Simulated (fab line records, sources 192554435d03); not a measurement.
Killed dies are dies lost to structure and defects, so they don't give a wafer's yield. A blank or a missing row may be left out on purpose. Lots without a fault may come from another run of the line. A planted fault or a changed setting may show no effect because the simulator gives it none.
fab line records | flow n5_finfet
record lots=24 wafers=72 last_day=17
route steps=1938 shown BEOL_M0_CUTY@711 BEOL_M0@736
lots that met no fault: from a run of the same line without faults
start_h: hours from the record's first day to the start of the lot's first wafer shown | wait_h: hours since the lot's step before | " the same as in the row above | L1.1+2: a row that stands for several wafers | - no value, or no start given | * or withheld: withheld | < > ~ a bound
route shown NAME@n: a module of which the file shows steps, and the number in the route of the first | usual: mean/standard deviation of fault-free wafers | same: alike in all rows | chamber/n: place in a boat | sites: the reading at each site | _std_site: their standard deviation | _edge_site: outer sites' mean less inner sites' | radius_mm: how far each site lies from the wafer's centre | mask NAME#n: copy n | behind: the tool/chamber that last shaped the wafer | hold: why the lot was held/for how many hours/how that ended | device: the transistor (n, p or np) that didn't switch | end of line: the same wafers' tests at the end of the route | a step without rows: its recipe alone | killed: dies lost to structure and defects at the first sort, not the wafer's yield | map: a wafer's dies, x killed, . not, _ none there
set.NAME: the setting as run; set.NAME@STEP: as run at that earlier step | model.NAME: the simulator's own value behind a step, which no gauge read
steps of the route over a sample of lots; a table a step, a row a wafer
services: from which hour (start_h, from the record's first day; less than 0 if before it) a tool's chamber was out of use, for how many hours, and why
## steps
# step N5_BEOL_M0_CUTY_DESCUM_61
# recipe chemistry=O2 time_s=7.9 source_power_w=50 bias_power_w=20 pressure_mtorr=20 rf_frequency_hz=2.712e+07 temp_c=40 resist=CAR-ArF-block o2_flow_sccm=225
# usual drypump_motor_current_A=5.8/0.43 oes_product_au=0.81/0.089 rf_vpp_V=243.2/1.3 showerhead_plenum_p_Torr=2.10/0.072 throttle_valve_pct=20.31/0.19
# columns lot.wafer tool chamber start_h wait_h drypump_motor_current_A oes_product_au rf_hours_counter_h rf_vpp_V showerhead_plenum_p_Torr throttle_valve_pct
L074.1 rie_diel-02 2 112.77 0.0 5.9 0.76 144 241.8 2.00 20.34
L074.2 " 3 " " 6.3 0.74 179 244.8 2.16 20.05
L074.3 " 1 " " 5.6 0.70 211 241.5 1.99 20.46
L075.2 rie_diel-03 3 118.93 0.2 6.1 0.91 34 244.2 2.12 20.26
L075.5 " 3 " " 6.1 0.91 - 245.3 2.12 20.26
L075.6 " 2 " " 4.8 0.70 - 241.5 2.05 20.62
L076.3 rie_diel-03 3 130.69 1.1 6.1 0.89 40 244.4 2.12 20.28
L076.4 " 2 " " 4.8 0.68 - 243.4 2.05 20.64
L076.5 " 3 " " 6.1 0.88 - 244.9 2.12 20.28
L077.3 rie_diel-03 2 133.51 0.1 4.8 0.68 256 242.1 2.05 20.65
L077.5 " 0 " " 5.7 0.66 - 242.3 2.04 20.51
L077.6 " 3 " " 6.1 0.88 - 243.7 2.12 20.29
L078.2 rie_diel-02 1 142.67 0.1 5.6 0.69 224 240.8 1.98 20.48
L078.3 " 3 " " 6.3 0.72 187 243.8 2.16 20.08
L078.4 " 0 " " 5.9 0.92 40 243.5 2.12 20.22
L079.1 rie_diel-04 0 146.48 0.0 5.5 0.93 14 243.6 2.23 20.10
L079.3 " 1 " " 5.7 0.76 166 245.3 2.19 20.34
L079.4 " 3 " " 5.6 0.84 50 243.2 2.02 20.09
L080.2 rie_diel-04 3 154.46 0.2 5.5 0.84 51 241.7 2.02 20.09
L080.4 " 1 " " 5.7 0.76 168 242.7 2.19 20.34
L080.6 " 3 " " 5.5 0.83 - 242.0 2.02 20.11
L081.2 rie_diel-02 1 159.11 0.1 5.6 0.68 231 241.0 1.98 20.48
L081.5 " 3 " " 6.3 0.73 - 243.2 2.16 20.09
L081.6 " 0 " " 5.9 0.90 - 243.7 2.12 20.25
L082.1 rie_diel-04 1 166.19 0.3 5.7 0.75 172 244.6 2.19 20.35
L082.4 " 2 " " 6.2 0.70 234 242.8 2.08 20.65
L082.5 " 1 " " 5.7 0.76 - 244.2 2.19 20.35
L083.1 rie_diel-04 2 173.52 0.0 6.3 0.70 236 242.4 2.08 20.67
L083.4 " 1 " " 5.7 0.75 174 243.6 2.19 20.37
L083.6 " 1 " " 5.7 0.76 - 244.6 2.19 20.36
L084.1 rie_diel-02 3 178.77 0.0 6.3 0.72 200 244.9 2.15 20.08
L084.3 " 1 " " 5.6 0.68 238 240.9 1.98 20.51
L084.4 " 0 " " 5.9 0.90 52 242.8 2.12 20.26
L085.3 rie_diel-02 1 183.56 0.0 5.6 0.67 239 240.7 1.98 20.50
L085.5 " 3 " " 6.3 0.71 - 243.4 2.15 20.08
L085.6 " 2 " " 5.9 0.73 - 241.4 1.99 20.39
L086.1 rie_diel-03 0 191.14 0.0 5.7 0.95 10 241.5 2.04 20.12
L086.2 " 2 " " 4.8 0.96 1 242.6 2.05 20.19
L086.4 " 1 " " 6.3 0.88 22 242.5 2.15 20.48
L087.1 rie_diel-04 2 193.81 0.1 6.3 0.70 245 242.6 2.07 20.69
L087.3 " 3 " " 5.5 0.82 65 241.4 2.02 20.11
L087.6 " 3 " " 5.5 0.81 - 242.7 2.02 20.12
L088.1 rie_diel-04 2 204.00 0.1 6.3 0.70 248 241.3 2.07 20.68
L088.2 " 0 " " 5.5 0.89 32 244.6 2.22 20.12
L088.4 " 2 " " 6.3 0.70 - 240.8 2.07 20.67
L089.1 rie_diel-03 2 207.08 0.0 4.8 0.93 6 240.2 2.04 20.19
L089.2 " 3 " " 6.1 0.84 73 244.2 2.11 20.34
L089.4 " 0 " " 5.8 0.93 16 241.9 2.03 20.15
L090.3 rie_diel-04 3 214.59 0.0 5.5 0.81 73 242.7 2.02 20.12
L090.4 " 3 " " 5.5 0.81 - 241.6 2.02 20.13
L090.6 " 0 " " 5.5 0.88 - 245.0 2.22 20.12
L091.2 rie_diel-04 3 218.87 0.0 5.5 0.80 75 243.8 2.02 20.13
L091.3 " 1 " " 5.7 0.75 184 245.0 2.18 20.38
L091.5 " 3 " " 5.5 0.80 - 242.3 2.02 20.13
L092.2 rie_diel-04 3 224.63 0.0 5.5 0.81 78 242.6 2.01 20.14
L092.3 " 1 " " 5.7 0.75 188 243.8 2.18 20.38
L092.4 " 1 " " 5.7 0.74 - 243.2 2.18 20.39
L093.4 rie_diel-02 0 229.78 0.0 5.9 0.86 - 243.4 2.11 20.27
L093.5 " 2 " " 5.9 0.73 - 243.3 1.99 20.43
L093.6 " 3 " " 6.3 0.69 - 244.8 2.15 20.12
L094.1 rie_diel-03 0 241.02 1.8 5.7 0.90 22 243.1 2.03 20.15
L094.3 " 1 " " 6.3 0.87 34 245.4 2.15 20.46
L094.5 " 0 " " 5.8 0.90 - 243.2 2.03 20.16
L095.3 rie_diel-03 0 241.37 1.6 5.8 0.92 22 242.0 2.03 20.14
L095.4 " 3 " " 6.1 0.83 79 242.6 2.11 20.32
L095.5 " 2 " " 4.8 0.91 - 242.6 2.04 20.20
L096.3 rie_diel-03 1 248.80 0.3 6.2 0.86 36 243.4 2.15 20.50
L096.5 " 2 " " 4.8 0.92 - 242.4 2.04 20.23
L096.6 " 3 " " 6.1 0.82 - 242.8 2.11 20.34
L097.1 rie_diel-03 3 254.25 0.0 6.1 0.82 82 243.0 2.11 20.34
L097.3 " 2 " " 4.8 0.89 16 242.4 2.04 20.22
L097.5 " 0 " " 5.7 0.89 - 242.9 2.03 20.15
# step N5_BEOL_M0_CUTY_ETCH_63
# recipe chemistry=N2/H2 target=SOC target_depth_a=827 overetch_a=165 mask_material=SiARC temp_c=40 ion_energy_ev=200 time_s=124 pressure_mtorr=30 source_w=840 bias_w=150 n2_flow_sccm=200 h2_flow_sccm=200
# usual drypump_motor_current_A=5.8/0.43 n2_flow_sccm=200.0/0.63 oes_product_au=0.66/0.069 rf_vpp_V=524.0/2.5 showerhead_plenum_p_Torr=2.55/0.081 throttle_valve_pct=17.74/0.2
# columns lot.wafer tool chamber start_h wait_h drypump_motor_current_A n2_flow_sccm oes_product_au rf_hours_counter_h rf_vpp_V showerhead_plenum_p_Torr throttle_valve_pct
L074.1 rie_diel-02 2 112.85 0.0 5.9 198.7 0.63 144 520.5 2.46 17.96
L074.2 " 3 " " 6.3 200.2 0.60 179 526.1 2.65 17.61
L074.3 " 1 " " 5.6 199.8 0.58 211 519.2 2.41 17.75
L075.2 rie_diel-03 3 119.01 0.0 6.1 199.5 0.73 34 525.9 2.59 17.69
L075.5 " 3 " " 6.1 199.8 0.73 - 526.9 2.59 17.68
L075.6 " 2 " " 4.8 199.2 0.58 - 523.5 2.49 17.96
L076.3 rie_diel-03 3 130.77 0.0 6.1 200.3 0.72 41 525.4 2.58 17.70
L076.4 " 2 " " 4.8 199.5 0.57 - 522.3 2.49 17.98
L076.5 " 3 " " 6.1 200.0 0.72 - 525.0 2.58 17.68
L077.3 rie_diel-03 2 133.59 0.0 4.8 200.6 0.57 256 522.5 2.49 17.98
L077.5 " 0 " " 5.7 199.5 0.55 - 522.5 2.50 18.14
L077.6 " 3 " " 6.1 199.6 0.71 - 526.0 2.58 17.69
L078.2 rie_diel-02 1 142.75 0.0 5.6 200.3 0.57 224 519.4 2.40 17.76
L078.3 " 3 " " 6.3 199.8 0.60 187 525.7 2.64 17.61
L078.4 " 0 " " 5.9 200.7 0.73 40 524.3 2.58 17.61
L079.1 rie_diel-04 0 146.56 0.0 5.5 199.7 0.76 14 528.3 2.69 17.32
L079.3 " 1 " " 5.7 200.2 0.62 166 524.6 2.64 17.81
L079.4 " 3 " " 5.5 199.4 0.69 50 521.9 2.47 17.63
L080.2 rie_diel-04 3 154.54 0.0 5.5 200.1 0.69 51 522.5 2.47 17.66
L080.4 " 1 " " 5.7 200.9 0.62 168 526.8 2.64 17.80
L080.6 " 3 " " 5.5 199.1 0.69 - 522.0 2.47 17.63
L081.2 rie_diel-02 1 159.19 0.0 5.6 200.5 0.57 231 519.0 2.40 17.79
L081.5 " 3 " " 6.3 198.6 0.59 - 527.4 2.64 17.60
L081.6 " 0 " " 5.9 200.4 0.73 - 525.3 2.58 17.61
L082.1 rie_diel-04 1 166.27 0.0 5.7 200.3 0.62 172 525.6 2.64 17.80
L082.4 " 2 " " 6.3 200.5 0.57 234 523.1 2.51 17.96
L082.5 " 1 " " 5.7 198.7 0.62 - 526.7 2.64 17.80
L083.1 rie_diel-04 2 173.60 0.0 6.3 199.8 0.58 236 522.7 2.51 17.96
L083.4 " 1 " " 5.7 200.5 0.61 174 528.1 2.64 17.80
L083.6 " 1 " " 5.7 200.4 0.62 - 525.5 2.64 17.82
L084.1 rie_diel-02 3 178.85 0.0 6.3 199.7 0.58 200 524.9 2.64 17.64
L084.3 " 1 " " 5.6 201.2 0.57 238 519.6 2.40 17.79
L084.4 " 0 " " 5.9 199.5 0.72 52 525.6 2.57 17.62
L085.3 rie_diel-02 1 183.64 0.0 5.6 199.8 0.56 239 517.2 2.40 17.79
L085.5 " 3 " " 6.3 199.5 0.58 - 527.2 2.64 17.63
L085.6 " 2 " " 5.9 199.9 0.61 - 521.4 2.45 18.01
L086.1 rie_diel-03 0 191.22 0.0 5.8 200.0 0.76 10 522.7 2.49 17.71
L086.2 " 2 " " 4.7 200.2 0.79 1 521.2 2.48 17.49
L086.4 " 1 " " 6.3 199.8 0.74 22 523.4 2.60 17.81
L087.1 rie_diel-04 2 193.89 0.0 6.3 201.2 0.57 245 523.7 2.50 18.00
L087.3 " 3 " " 5.5 199.8 0.68 65 522.4 2.47 17.65
L087.6 " 3 " " 5.5 200.5 0.67 - 522.0 2.47 17.66
L088.1 rie_diel-04 2 204.08 0.0 6.3 199.3 0.58 248 523.3 2.50 17.99
L088.2 " 0 " " 5.6 201.0 0.73 32 528.0 2.69 17.35
L088.4 " 2 " " 6.3 200.2 0.57 - 523.2 2.50 17.99
L089.1 rie_diel-03 2 207.16 0.0 4.8 199.4 0.77 6 522.8 2.48 17.51
L089.2 " 3 " " 6.1 200.4 0.67 73 524.9 2.57 17.75
L089.4 " 0 " " 5.8 198.7 0.75 16 521.4 2.49 17.72
L090.3 rie_diel-04 3 214.67 0.0 5.5 199.1 0.67 73 521.0 2.47 17.66
L090.4 " 3 " " 5.5 199.3 0.67 - 520.9 2.46 17.68
L090.6 " 0 " " 5.5 200.1 0.72 - 527.1 2.68 17.37
L091.2 rie_diel-04 3 218.95 0.0 5.5 200.0 0.67 75 521.2 2.46 17.68
L091.3 " 1 " " 5.7 200.4 0.61 184 525.8 2.63 17.80
L091.5 " 3 " " 5.5 200.4 0.66 - 521.8 2.46 17.68
L092.2 rie_diel-04 3 224.71 0.0 5.5 199.3 0.67 78 520.6 2.46 17.69
L092.3 " 1 " " 5.7 201.3 0.61 188 526.7 2.63 17.83
L092.4 " 1 " " 5.7 201.0 0.61 - 526.9 2.63 17.83
L093.4 rie_diel-02 0 229.91 0.1 5.9 199.6 0.70 - 525.1 2.56 17.68
L093.5 " 2 " " 5.9 199.5 0.60 - 519.9 2.44 18.05
L093.6 " 3 " " 6.3 200.4 0.57 - 526.2 2.63 17.67
L094.1 rie_diel-03 0 241.11 0.0 5.8 200.4 0.75 22 522.0 2.49 17.72
L094.3 " 1 " " 6.2 200.1 0.72 34 525.1 2.60 17.80
L094.5 " 0 " " 5.8 200.0 0.74 - 523.0 2.49 17.74
L095.3 rie_diel-03 0 241.45 0.0 5.8 199.8 0.73 22 522.5 2.49 17.73
L095.4 " 3 " " 6.1 200.2 0.68 79 524.6 2.57 17.78
L095.5 " 2 " " 4.8 199.8 0.75 - 522.1 2.48 17.52
L096.3 rie_diel-03 1 248.88 0.0 6.3 199.4 0.71 36 524.5 2.60 17.82
L096.5 " 2 " " 4.8 199.7 0.75 - 521.8 2.48 17.53
L096.6 " 3 " " 6.1 200.0 0.68 - 524.9 2.57 17.75
L097.1 rie_diel-03 3 254.33 0.0 6.1 199.9 0.67 82 524.2 2.57 17.76
L097.3 " 2 " " 4.8 200.0 0.73 16 523.4 2.48 17.53
L097.5 " 0 " " 5.8 200.6 0.72 - 522.6 2.48 17.75
# step N5_BEOL_M0_SPUTTER_132
# recipe material=Cu target_thk_a=40 temp_c=-20 chamber_pressure_pa=0.07 power_w=withheld time_s=7.37
# usual chamber_pressure_pa=0.07001/0.00013 throttle_valve_pct=29.8/1
# columns lot.wafer tool chamber start_h wait_h chamber_pressure_pa throttle_valve_pct
L074.1 pvd_sputter-01 - 115.22 0.0 0.07017 28.5
L074.2 " - " " 0.06994 31.0
L074.3 " - " " 0.07025 29.0
L075.2 pvd_sputter-03 - 126.52 0.0 0.07001 28.1
L075.5 " - " " 0.06995 31.6
L075.6 " - " " 0.06988 31.4
L076.3 pvd_sputter-03 - 134.95 0.0 0.07003 29.5
L076.4 " - " " 0.07008 31.5
L076.5 " - " " 0.06984 29.5
L077.3 pvd_sputter-01 - 139.56 0.0 0.06988 30.9
L077.5 " - " " 0.06984 28.6
L077.6 " - " " 0.06995 29.1
L078.2 pvd_sputter-01 - 144.97 0.0 0.07003 30.7
L078.3 " - " " 0.07003 28.9
L078.4 " - " " 0.06998 29.1
L079.1 pvd_sputter-01 - 152.66 0.0 0.06993 28.8
L079.3 " - " " 0.06993 29.0
L079.4 " - " " 0.06991 28.8
L080.2 pvd_sputter-02 - 159.94 0.0 0.06984 29.5
L080.4 " - " " 0.06994 30.3
L080.6 " - " " 0.07016 29.3
L081.2 pvd_sputter-01 - 167.55 0.0 0.06996 30.6
L081.5 " - " " 0.07001 31.1
L081.6 " - " " 0.07013 29.1
L082.1 pvd_sputter-02 - 170.61 0.0 0.07019 30.7
L082.4 " - " " 0.07011 30.0
L082.5 " - " " 0.06983 30.2
L083.1 pvd_sputter-02 - 177.21 0.0 0.07001 30.3
L083.4 " - " " 0.07 29.5
L083.6 " - " " 0.07002 29.1
L084.1 pvd_sputter-03 - 182.76 0.0 0.07001 28.3
L084.3 " - " " 0.06982 31.2
L084.4 " - " " 0.07004 31.5
L085.3 pvd_sputter-02 - 186.49 0.0 0.06994 29.6
L085.5 " - " " 0.06993 30.2
L085.6 " - " " 0.07015 30.1
L086.1 pvd_sputter-02 - 195.10 0.0 0.07 30.4
L086.2 " - " " 0.07009 29.4
L086.4 " - " " 0.07001 29.1
L087.1 pvd_sputter-02 - 196.52 0.0 0.07014 29.0
L087.3 " - " " 0.07023 29.4
L087.6 " - " " 0.06987 29.0
L088.1 pvd_sputter-02 - 206.25 0.0 0.07009 29.0
L088.2 " - " " 0.07013 29.5
L088.4 " - " " 0.07006 30.5
L090.3 pvd_sputter-01 - 220.24 0.0 0.07023 28.8
L090.4 " - " " 0.07014 30.4
L090.6 " - " " 0.06997 28.7
L089.1 pvd_sputter-01 - 220.76 0.0 0.07009 28.8
L089.2 " - " " 0.0702 28.9
L089.4 " - " " 0.06991 30.8
L091.2 pvd_sputter-02 - 224.36 0.0 0.07022 29.1
L091.3 " - " " 0.06969 30.7
L091.5 " - " " 0.07029 30.2
L092.2 pvd_sputter-02 - 230.70 0.0 0.0702 29.4
L092.3 " - " " 0.07009 30.3
L092.4 " - " " 0.06989 29.3
L093.4 pvd_sputter-01 - 235.93 0.0 0.06995 28.7
L093.5 " - " " 0.06998 28.9
L093.6 " - " " 0.06986 30.8
L094.1 pvd_sputter-03 - 244.05 0.0 0.07 31.6
L094.3 " - " " 0.06989 27.9
L094.5 " - " " 0.07001 31.7
L095.3 pvd_sputter-03 - 244.49 0.0 0.06984 29.6
L095.4 " - " " 0.07006 28.0
L095.5 " - " " 0.06999 31.3
L096.3 pvd_sputter-03 - 255.02 0.0 0.06995 29.4
L096.5 " - " " 0.06998 31.5
L096.6 " - " " 0.06999 29.5
L097.1 pvd_sputter-03 - 257.34 0.0 0.07001 29.5
L097.3 " - " " 0.07023 31.3
L097.5 " - " " 0.07013 31.4
# step N5_BEOL_M0_SPUTTER_134
# recipe material=Cu target_thk_a=40 temp_c=-20 chamber_pressure_pa=0.07 power_w=withheld time_s=7.37
# usual chamber_pressure_pa=0.06998/0.00014 throttle_valve_pct=29.8/1
# columns lot.wafer tool chamber start_h wait_h chamber_pressure_pa throttle_valve_pct
L074.1 pvd_sputter-01 - 115.34 0.0 0.07004 28.7
L074.2 " - " " 0.06984 30.9
L074.3 " - " " 0.06973 29.0
L075.2 pvd_sputter-03 - 126.64 0.0 0.06995 28.1
L075.5 " - " " 0.06991 31.3
L075.6 " - " " 0.07011 31.6
L076.3 pvd_sputter-03 - 135.07 0.0 0.07025 29.5
L076.4 " - " " 0.07012 31.4
L076.5 " - " " 0.07015 29.6
L077.3 pvd_sputter-01 - 139.68 0.0 0.07015 30.7
L077.5 " - " " 0.06993 28.6
L077.6 " - " " 0.06985 29.2
L078.2 pvd_sputter-01 - 145.09 0.0 0.07001 31.0
L078.3 " - " " 0.07008 28.7
L078.4 " - " " 0.0699 28.9
L079.1 pvd_sputter-01 - 152.78 0.0 0.07017 28.5
L079.3 " - " " 0.07021 28.9
L079.4 " - " " 0.07007 29.1
L080.2 pvd_sputter-02 - 160.06 0.0 0.06972 29.3
L080.4 " - " " 0.06973 30.0
L080.6 " - " " 0.06986 29.3
L081.2 pvd_sputter-01 - 167.67 0.0 0.06983 30.9
L081.5 " - " " 0.06987 30.5
L081.6 " - " " 0.07008 28.9
L082.1 pvd_sputter-02 - 170.73 0.0 0.07004 30.4
L082.4 " - " " 0.07001 30.3
L082.5 " - " " 0.06987 30.5
L083.1 pvd_sputter-02 - 177.33 0.0 0.07004 30.6
L083.4 " - " " 0.07003 29.6
L083.6 " - " " 0.0697 29.0
L084.1 pvd_sputter-03 - 182.88 0.0 0.07015 28.3
L084.3 " - " " 0.07007 31.5
L084.4 " - " " 0.07018 31.4
L085.3 pvd_sputter-02 - 186.61 0.0 0.06995 29.1
L085.5 " - " " 0.07015 30.5
L085.6 " - " " 0.06975 30.1
L086.1 pvd_sputter-02 - 195.22 0.0 0.07005 30.3
L086.2 " - " " 0.06976 29.4
L086.4 " - " " 0.06979 29.2
L087.1 pvd_sputter-02 - 196.64 0.0 0.06988 29.4
L087.3 " - " " 0.0698 29.4
L087.6 " - " " 0.06995 29.0
L088.1 pvd_sputter-02 - 206.37 0.0 0.07002 29.2
L088.2 " - " " 0.06988 29.4
L088.4 " - " " 0.07013 30.8
L090.3 pvd_sputter-01 - 220.36 0.0 0.07005 28.7
L090.4 " - " " 0.06995 30.8
L090.6 " - " " 0.06999 28.9
L089.1 pvd_sputter-01 - 220.88 0.0 0.07014 28.9
L089.2 " - " " 0.07016 29.1
L089.4 " - " " 0.06992 30.5
L091.2 pvd_sputter-02 - 224.48 0.0 0.07007 29.3
L091.3 " - " " 0.06993 30.3
L091.5 " - " " 0.07025 30.2
L092.2 pvd_sputter-02 - 230.82 0.0 0.06986 29.5
L092.3 " - " " 0.06998 30.3
L092.4 " - " " 0.07003 28.8
L093.4 pvd_sputter-01 - 236.05 0.0 0.06987 28.9
L093.5 " - " " 0.06994 28.6
L093.6 " - " " 0.06991 30.9
L094.1 pvd_sputter-03 - 244.17 0.0 0.07015 31.5
L094.3 " - " " 0.06997 28.1
L094.5 " - " " 0.07025 31.3
L095.3 pvd_sputter-03 - 244.61 0.0 0.06997 29.6
L095.4 " - " " 0.06995 28.1
L095.5 " - " " 0.06994 31.6
L096.3 pvd_sputter-03 - 255.14 0.0 0.06978 29.6
L096.5 " - " " 0.07016 31.4
L096.6 " - " " 0.06979 29.5
L097.1 pvd_sputter-03 - 257.46 0.0 0.07002 29.5
L097.3 " - " " 0.07015 31.6
L097.5 " - " " 0.06988 31.6
# step N5_BEOL_M0_SPUTTER_141
# recipe material=Cu target_thk_a=40 temp_c=-20 chamber_pressure_pa=0.07 power_w=withheld time_s=7.37
# usual chamber_pressure_pa=0.07001/0.00014 throttle_valve_pct=29.8/1
# columns lot.wafer tool chamber start_h wait_h chamber_pressure_pa throttle_valve_pct
L074.1 pvd_sputter-01 - 115.46 0.0 0.07011 28.7
L074.2 " - " " 0.07006 31.0
L074.3 " - " " 0.06996 28.9
L075.2 pvd_sputter-03 - 126.76 0.0 0.07 28.2
L075.5 " - " " 0.07003 31.5
L075.6 " - " " 0.06987 31.4
L076.3 pvd_sputter-03 - 135.19 0.0 0.07016 29.5
L076.4 " - " " 0.06985 31.3
L076.5 " - " " 0.0703 29.7
L077.3 pvd_sputter-01 - 139.80 0.0 0.07001 31.1
L077.5 " - " " 0.07003 28.7
L077.6 " - " " 0.07009 29.0
L078.2 pvd_sputter-01 - 145.21 0.0 0.06998 30.5
L078.3 " - " " 0.06978 28.7
L078.4 " - " " 0.0698 28.8
L079.1 pvd_sputter-01 - 152.90 0.0 0.06995 28.8
L079.3 " - " " 0.07011 29.1
L079.4 " - " " 0.06991 28.9
L080.2 pvd_sputter-02 - 160.18 0.0 0.07013 29.4
L080.4 " - " " 0.0701 30.5
L080.6 " - " " 0.06995 29.3
L081.2 pvd_sputter-01 - 167.79 0.0 0.06991 30.7
L081.5 " - " " 0.06992 30.8
L081.6 " - " " 0.06993 29.0
L082.1 pvd_sputter-02 - 170.85 0.0 0.07014 30.3
L082.4 " - " " 0.06987 30.3
L082.5 " - " " 0.07011 30.2
L083.1 pvd_sputter-02 - 177.45 0.0 0.06995 30.5
L083.4 " - " " 0.06997 29.3
L083.6 " - " " 0.06985 28.9
L084.1 pvd_sputter-03 - 183.00 0.0 0.07024 28.3
L084.3 " - " " 0.06999 31.7
L084.4 " - " " 0.07015 31.5
L085.3 pvd_sputter-02 - 186.73 0.0 0.07002 29.5
L085.5 " - " " 0.07001 30.5
L085.6 " - " " 0.07022 30.3
L086.1 pvd_sputter-02 - 195.34 0.0 0.07006 30.2
L086.2 " - " " 0.07 29.2
L086.4 " - " " 0.06982 28.9
L087.1 pvd_sputter-02 - 196.76 0.0 0.07012 28.9
L087.3 " - " " 0.07 29.2
L087.6 " - " " 0.07 29.1
L088.1 pvd_sputter-02 - 206.49 0.0 0.06983 29.3
L088.2 " - " " 0.07005 29.4
L088.4 " - " " 0.06999 30.5
L090.3 pvd_sputter-01 - 220.48 0.0 0.07001 28.9
L090.4 " - " " 0.06989 30.7
L090.6 " - " " 0.07013 28.9
L089.1 pvd_sputter-01 - 221.00 0.0 0.07001 29.0
L089.2 " - " " 0.07011 29.3
L089.4 " - " " 0.07037 30.9
L091.2 pvd_sputter-02 - 224.60 0.0 0.07012 29.1
L091.3 " - " " 0.06996 30.5
L091.5 " - " " 0.07012 30.4
L092.2 pvd_sputter-02 - 230.94 0.0 0.07024 29.4
L092.3 " - " " 0.07 30.4
L092.4 " - " " 0.06996 29.1
L093.4 pvd_sputter-01 - 236.17 0.0 0.07026 28.8
L093.5 " - " " 0.07002 28.8
L093.6 " - " " 0.06987 31.1
L094.1 pvd_sputter-03 - 244.29 0.0 0.07007 31.4
L094.3 " - " " 0.0701 28.2
L094.5 " - " " 0.0697 31.4
L095.3 pvd_sputter-03 - 244.73 0.0 0.07001 29.5
L095.4 " - " " 0.07007 28.1
L095.5 " - " " 0.0702 31.7
L096.3 pvd_sputter-03 - 255.26 0.0 0.07027 29.8
L096.5 " - " " 0.07012 31.4
L096.6 " - " " 0.07003 29.4
L097.1 pvd_sputter-03 - 257.58 0.0 0.06989 29.4
L097.3 " - " " 0.07023 31.6
L097.5 " - " " 0.06998 31.7
# step N5_BEOL_M0_CO_CAP_123
# recipe material=Co target_thk_a=20 temp_c=200 precursor=CCTBA/H2 pressure_torr=30 time_s=102.1
# usual heater_power_w=235/28
# columns lot.wafer tool chamber start_h wait_h heater_power_w since_wet_clean_h
L074.1 cvd_co-02 0 116.38 0.0 290 658
L074.2 " 2 " " 222 198
L074.3 " 1 " " 221 1095
L075.2 cvd_co-01 2 127.66 0.0 236 428
L075.5 " 2 " " 227 -
L075.6 " 0 " " 207 -
L076.3 cvd_co-02 1 136.14 0.0 210 1115
L076.4 " 1 " " 217 -
L076.5 " 2 " " 220 -
L077.3 cvd_co-02 0 140.66 0.0 292 682
L077.5 " 1 " " 219 -
L077.6 " 0 " " 283 -
L078.2 cvd_co-02 2 146.07 0.0 215 228
L078.3 " 1 " " 216 1125
L078.4 " 0 " " 279 -
L079.1 cvd_co-01 2 153.76 0.0 235 454
L079.3 " 1 " " 242 17
L079.4 " 1 " " 243 -
L080.2 cvd_co-02 1 161.79 0.0 213 1140
L080.4 " 1 " " 208 -
L080.6 " 0 " " 284 -
L081.2 cvd_co-02 0 168.66 0.0 294 710
L081.5 " 1 " " 217 -
L081.6 " 2 " " 217 -
L082.1 cvd_co-01 2 171.95 0.0 234 473
L082.4 " 2 " " 231 -
L082.5 " 0 " " 209 -
L083.1 cvd_co-01 1 178.39 0.0 236 42
L083.4 " 2 " " 231 -
L083.6 " 1 " " 245 -
L084.1 cvd_co-02 1 183.94 0.0 214 1163
L084.3 " 2 " " 211 266
L084.4 " 2 " " 221 -
L085.3 cvd_co-02 0 187.87 0.0 280 729
L085.5 " 1 " " 216 -
L085.6 " 2 " " 213 -
L086.1 cvd_co-01 0 197.74 0.0 216 958
L086.2 " 2 " " 233 498
L086.4 " 1 " " 252 -
L087.1 cvd_co-02 2 198.99 0.0 216 281
L087.3 " 1 " " 219 -
L087.6 " 2 " " 216 -
L088.1 cvd_co-01 2 207.35 0.0 234 508
L088.2 " 0 " " 210 967
L088.4 " 2 " " 230 -
L090.3 cvd_co-02 1 221.47 0.0 219 1200
L090.4 " 0 " " 292 -
L090.6 " 2 " " 213 -
L089.1 cvd_co-01 0 221.86 0.0 212 982
L089.2 " 1 " " 237 85
L089.4 " 1 " " 239 -
L091.2 cvd_co-02 0 225.70 0.0 295 767
L091.3 " 2 " " 217 308
L091.5 " 2 " " 218 -
L092.2 cvd_co-02 0 231.82 0.0 286 773
L092.3 " 2 " " 215 314
L092.4 " 0 " " 291 -
L093.4 cvd_co-01 0 237.07 0.0 208 -
L093.5 " 2 " " 231 -
L093.6 " 1 " " 245 -
L094.1 cvd_co-02 1 246.26 0.0 212 1225
L094.3 " 2 " " 216 328
L094.5 " 2 " " 217 -
L095.3 cvd_co-02 1 246.72 0.0 215 1225
L095.4 " 1 " " 215 -
L095.5 " 0 " " 283 -
L096.3 cvd_co-02 0 256.13 0.0 289 797
L096.5 " 0 " " 291 -
L096.6 " 2 " " 220 -
L097.1 cvd_co-02 2 258.82 0.0 220 341
L097.3 " 0 " " 284 800
L097.5 " 2 " " 222 -
## services
# columns tool chamber start_h hours kind
rie_diel-02 0 91.45 11.1 repair
pvd_sputter-02 - 96.11 3.1 repair
rie_diel-02 3 99.64 9.0 repair
cvd_co-02 - 101.57 3.8 pm
rie_diel-03 1 103.52 - clean
rie_diel-03 1 103.52 - consumable_replace:esc
rie_diel-03 1 103.52 - consumable_replace:focus_ring
rie_diel-03 1 103.52 35.4 scheduled_down
rie_diel-03 1 103.52 35.4 vent_cycle
cvd_co-01 - 107.56 0.4 repair
cvd_co-02 - 108.64 7.0 repair
rie_diel-02 3 117.67 8.6 repair
rie_diel-04 - 122.84 15.6 pm
rie_diel-03 0 138.96 - clean
rie_diel-03 0 138.96 - consumable_replace:focus_ring
cvd_co-01 - 161.67 2.8 pm
rie_diel-03 2 168.82 - clean
rie_diel-03 2 168.82 - consumable_replace:focus_ring
rie_diel-03 2 168.82 20.2 scheduled_down
cvd_co-01 - 184.46 0.6 repair
pvd_sputter-02 - 200.34 4.0 repair
rie_diel-03 - 212.07 0.1 repair
rie_diel-03 - 223.88 15.6 pm
rie_diel-04 3 238.86 7.2 repair
## key
fault none
